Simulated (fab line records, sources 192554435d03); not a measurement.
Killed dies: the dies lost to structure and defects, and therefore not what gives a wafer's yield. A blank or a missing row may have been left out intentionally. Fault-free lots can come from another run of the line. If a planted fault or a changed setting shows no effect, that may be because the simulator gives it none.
Which tool did it?	flow n5 finfet	24 lots, 72 wafers sampled, at 5 steps of a route of 1938

== WHAT EACH GAUGE READ, for each wafer ==
N5_BEOL_M8_INSPECT_58: inspects for defects (darkfield).
lot	measured	on	raw defect count
L074	day 9 08:46	defect inspect-02	83 64 82
L075	day 9 16:10	defect inspect-01	51 80 85
L076	day 10 13:02	defect inspect-02	40 53 45
L080	day 11 04:28	defect inspect-02	93 63 114
L078	day 11 06:32	defect inspect-01	69 52 88
L077	day 11 06:57	defect inspect-02	80 77 64
L079	day 11 07:59	defect inspect-01	46 42 39
L082	day 11 08:59	defect inspect-01	74 127 90
L083	day 11 10:23	defect inspect-02	53 70 81
L081	day 11 17:45	defect inspect-02	87 59 54
L084	day 12 13:39	defect inspect-01	82 83 113
L085	day 12 18:23	defect inspect-01	52 75 42
L086	day 13 05:22	defect inspect-02	76 98 58
L088	day 13 07:34	defect inspect-02	63 46 65
L087	day 13 12:47	defect inspect-01	58 49 77
L089	day 14 00:14	defect inspect-02	66 67 70
L090	day 14 03:47	defect inspect-02	46 85 52
L091	day 14 08:29	defect inspect-02	77 100 74
L092	day 14 08:46	defect inspect-02	67 65 80
L093	day 14 16:24	defect inspect-02	91 50 81
L094	day 14 23:40	defect inspect-02	43 54 59
L095	day 15 04:34	defect inspect-02	72 52 43
L096	day 15 19:16	defect inspect-02	65 93 67
L097	day 16 00:54	defect inspect-02	80 55 71

== WHICH TOOL RAN EACH LOT (tool, then ch and the chambers of the sampled wafers, then the start) ==
lot	N5_BEOL_M8_ILD_DEP_00	N5_BEOL_M8_HM_DEP_02	N5_BEOL_M8_ALD_77	N5_BEOL_M8_SURFACE_TREAT_79
L074	pecvd-03 ch 0,1, day 9 00:02	pvd sputter-02, day 9 00:49	ald metal-02 ch 0,1, day 9 07:01	pvd sputter-02, day 9 07:19
L075	pecvd-03 ch 0,1,2, day 9 08:29	pvd sputter-01, day 9 12:07	ald metal-03 ch 1,2, day 9 14:43	pvd sputter-03, day 9 15:00
L076	pecvd-01 ch 1,2, day 10 00:37	pvd sputter-02, day 10 05:23	ald metal-04 ch 2,3, day 10 10:23	pvd sputter-01, day 10 10:44
L080	pecvd-04 ch 1,2, day 10 22:56	pvd sputter-03, day 10 23:58	ald metal-04 ch 0,1, day 11 02:42	pvd sputter-03, day 11 03:01
L078	pecvd-04 ch 0,1, day 10 23:47	pvd sputter-02, day 11 01:34	ald metal-02 ch 1,2,3, day 11 04:37	pvd sputter-01, day 11 05:10
L077	pecvd-03 ch 1,2, day 11 00:00	pvd sputter-02, day 11 01:43	ald metal-02 ch 0,2,3, day 11 05:25	pvd sputter-01, day 11 05:44
L079	pecvd-01 ch 1,2, day 11 00:14	pvd sputter-01, day 11 02:02	ald metal-02 ch 0,2, day 11 06:09	pvd sputter-01, day 11 06:28
L082	pecvd-03 ch 1,2, day 11 00:37	pvd sputter-03, day 11 02:10	ald metal-02 ch 0,1,2, day 11 07:23	pvd sputter-02, day 11 07:47
L083	pecvd-03 ch 1,2, day 11 03:59	pvd sputter-01, day 11 05:19	ald metal-03 ch 2,3, day 11 08:47	pvd sputter-02, day 11 09:05
L081	pecvd-01 ch 0,1,2, day 11 10:20	pvd sputter-01, day 11 12:16	ald metal-02 ch 0,3, day 11 14:59	pvd sputter-02, day 11 16:23
L084	pecvd-03 ch 0,1, day 12 05:37	pvd sputter-01, day 12 07:13	ald metal-04 ch 1,2,3, day 12 10:19	pvd sputter-01, day 12 11:35
L085	pecvd-04 ch 0,1,2, day 12 10:29	pvd sputter-03, day 12 12:31	ald metal-04 ch 1,2, day 12 16:46	pvd sputter-02, day 12 17:04
L086	pecvd-04 ch 0,1, day 12 17:48	pvd sputter-01, day 12 20:27	ald metal-02 ch 0,3, day 13 03:09	pvd sputter-02, day 13 03:36
L088	pecvd-01 ch 0,1,2, day 12 22:26	pvd sputter-02, day 13 02:12	ald metal-02 ch 0,1,3, day 13 05:27	pvd sputter-01, day 13 05:46
L087	pecvd-01 ch 0,1,2, day 13 04:59	pvd sputter-01, day 13 05:49	ald metal-02 ch 1,3, day 13 11:17	pvd sputter-01, day 13 11:35
L089	pecvd-01 ch 0,1,2, day 13 17:16	pvd sputter-01, day 13 18:31	ald metal-03 ch 0,2,3, day 13 22:15	pvd sputter-01, day 13 22:33
L090	pecvd-01 ch 0,1, day 13 20:38	pvd sputter-02, day 13 22:03	ald metal-02 ch 1,2,3, day 14 02:11	pvd sputter-01, day 14 02:28
L091	pecvd-01 ch 0,1,2, day 14 00:46	pvd sputter-03, day 14 01:59	ald metal-04 ch 0,2, day 14 06:47	pvd sputter-01, day 14 07:05
L092	pecvd-04 ch 0,2, day 14 01:08	pvd sputter-01, day 14 02:09	ald metal-03 ch 0,1,3, day 14 07:00	pvd sputter-01, day 14 07:17
L093	pecvd-01 ch 0,1,2, day 14 05:56	pvd sputter-01, day 14 06:56	ald metal-02 ch 0,2, day 14 12:50	pvd sputter-02, day 14 15:05
L094	pecvd-03 ch 0,2, day 14 17:57	pvd sputter-02, day 14 18:49	ald metal-04 ch 0,1,3, day 14 21:56	pvd sputter-02, day 14 22:13
L095	pecvd-01 ch 0,1, day 14 22:58	pvd sputter-02, day 15 00:20	ald metal-04 ch 0,2,3, day 15 03:08	pvd sputter-02, day 15 03:25
L096	pecvd-04 ch 0,2, day 15 08:05	pvd sputter-03, day 15 09:38	ald metal-03 ch 0,2,3, day 15 16:43	pvd sputter-02, day 15 18:00
L097	pecvd-04 ch 0,2, day 15 10:02	pvd sputter-01, day 15 13:18	ald metal-03 ch 0,2, day 15 23:20	pvd sputter-02, day 15 23:41
- N5_BEOL_M8_ILD_DEP_00: deposits SiCOH lowk from DEMS/porogen, target thk 179.75 nm, time 33.4 s.
- N5_BEOL_M8_HM_DEP_02: deposits TiN, target thk 20 nm.
- N5_BEOL_M8_ALD_77: deposits TaN, target thk 2 nm, pulse time 2 s, purge time 3 s.
- N5_BEOL_M8_SURFACE_TREAT_79

== WHAT THE TOOLS THEMSELVES READ (means of the sampled wafers that have a number; where no wafer has one, the mark that the record gives instead) ==
N5_BEOL_M8_ILD_DEP_00.
lot	tool	heater power w (W)	showerhead plenum p Torr (Torr)	throttle valve pct (%)
L074	pecvd-03	271	5.736	14.4
L075	pecvd-03	277	5.752	13.9
L076	pecvd-01	375	5.753	13.1
L080	pecvd-04	326	5.722	13.1
L078	pecvd-04	334	5.738	13.5
L077	pecvd-03	267	5.758	14.3
L079	pecvd-01	345	5.764	12.9
L082	pecvd-03	264	5.727	14.4
L083	pecvd-03	273	5.749	14.3
L081	pecvd-01	328	5.748	13.3
L084	pecvd-03	280	5.734	13.7
L085	pecvd-04	313	5.729	13.3
L086	pecvd-04	380	5.743	13.3
L088	pecvd-01	354	5.763	13.3
L087	pecvd-01	350	5.757	13.2
L089	pecvd-01	336	5.757	13.2
L090	pecvd-01	367	5.750	13.8
L091	pecvd-01	335	5.752	13.3
L092	pecvd-04	371	5.727	13.0
L093	pecvd-01	329	5.754	13.3
L094	pecvd-03	291	5.738	13.6
L095	pecvd-01	364	5.753	13.7
L096	pecvd-04	366	5.734	12.9
L097	pecvd-04	386	5.728	12.9

N5_BEOL_M8_HM_DEP_02.
lot	tool	throttle valve pct (%)
L074	pvd sputter-02	30.9
L075	pvd sputter-01	30.5
L076	pvd sputter-02	30.9
L080	pvd sputter-03	29.6
L078	pvd sputter-02	30.9
L077	pvd sputter-02	30.2
L079	pvd sputter-01	29.7
L082	pvd sputter-03	29.8
L083	pvd sputter-01	29.9
L081	pvd sputter-01	30.0
L084	pvd sputter-01	30.0
L085	pvd sputter-03	29.4
L086	pvd sputter-01	30.6
L088	pvd sputter-02	29.9
L087	pvd sputter-01	30.3
L089	pvd sputter-01	30.2
L090	pvd sputter-02	30.1
L091	pvd sputter-03	29.4
L092	pvd sputter-01	29.7
L093	pvd sputter-01	29.2
L094	pvd sputter-02	30.4
L095	pvd sputter-02	30.0
L096	pvd sputter-03	30.4
L097	pvd sputter-01	30.6

N5_BEOL_M8_ALD_77.
lot	tool	heater power w (W)	precursor vessel pressure torr (Torr)	precursor vessel temp c (C)
L074	ald metal-02	410	26.27	75.04
L075	ald metal-03	460	26.33	75.02
L076	ald metal-04	348	26.22	74.98
L080	ald metal-04	448	26.23	75.02
L078	ald metal-02	410	26.34	75.08
L077	ald metal-02	400	26.22	75.11
L079	ald metal-02	401	26.31	74.79
L082	ald metal-02	403	26.28	75.06
L083	ald metal-03	429	26.24	75.01
L081	ald metal-02	396	26.25	74.97
L084	ald metal-04	383	26.24	75.06
L085	ald metal-04	423	26.28	74.93
L086	ald metal-02	390	26.25	74.89
L088	ald metal-02	404	26.26	74.96
L087	ald metal-02	405	26.32	74.93
L089	ald metal-03	396	26.22	74.93
L090	ald metal-02	410	26.28	74.91
L091	ald metal-04	414	26.27	74.91
L092	ald metal-03	374	26.25	75.06
L093	ald metal-02	401	26.22	74.92
L094	ald metal-04	409	26.27	75.11
L095	ald metal-04	378	26.26	75.05
L096	ald metal-03	392	26.30	75.00
L097	ald metal-03	410	26.27	75.02

== THE ANSWER, worked out from the rows above alone ==
Rule: the lots themselves supply what counts as usual. The widest of any qualifying gaps counts: lots, ordered by their means at a reading, are off when they make up no more than a third of the lots, leave a main group of 4 or more, and stand apart from it by 3 or more times the standard deviation of that group's means. A main group whose means are all the same, to the digits that the tables above print for the reading, isn't used. Also off: a lot with no number at a reading for which 4 or more lots have one. The other lots that the step has rows for count as sound. The gauges are gone through in route order, then the tools' own readings, and for those a lot's mean is taken as printed above. The first step at which some lot is off is used, and at that step the reading that is off furthest; a lot without a number counts as furthest.
No lot is off at any reading shown: from this, nothing can be told.

== WHAT HAD BEEN PUT IN BY THE SIMULATOR ==
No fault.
